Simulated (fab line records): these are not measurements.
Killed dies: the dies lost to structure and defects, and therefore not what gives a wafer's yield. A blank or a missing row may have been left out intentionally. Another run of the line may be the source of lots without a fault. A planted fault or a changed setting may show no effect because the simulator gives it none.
Chamber matching ; flow n5_finfet ; 4 sister chambers for N5_FIN_SAQP_MANDREL_ETCH_58 on rie_si-02
The step etches a-Si in HBr/Cl2, stops on SiNx, target depth 45 nm, bt time 10 s, time 27 s. 4 wafers are shown with their chamber, then 7 later ones without.

WAFERS PAIRED WITH THEIR CHAMBERS
wafer;chamber;throttle_valve_pct (%)
L078.2;0;35.35
L085.4;2;35.54
L090.1;1;36.20
L090.5;3;35.50

WAFERS WITH NO CHAMBER GIVEN
wafer;throttle_valve_pct (%)
L090.6;35.53
L091.2;36.19
L091.5;35.33
L091.6;35.46
L094.2;35.36
L094.4;35.47
L094.5;35.52

EACH ONE'S CHAMBER
wafer;from the rows above;in truth
L090.6;can't be placed: 2 or 3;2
L091.2;1;1
L091.5;0;0
L091.6;can't be placed: 3 or 2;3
L094.2;0;0
L094.4;can't be placed: 3 or 2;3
L094.5;can't be placed: 2 or 3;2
3 of 7 placed correctly. Can't be placed from these rows: 4 (the true chamber is among the candidates in 4). Number placed wrongly: 0.
How it was worked out, from the rows above alone: a wafer's distance from a chamber is the root of the sum, over the readings, of the square of ((its reading less the chamber's mean) divided by the reading's scatter). If the next closest chamber is less than 2 further off than the closest, the wafer can't be placed; otherwise it belongs to the closest. Each chamber's mean is taken over the wafers shown for it. The scatter (one wafer shown for each chamber): square how far every hidden wafer sits from the nearest shown wafer, average those squares and take the square root.
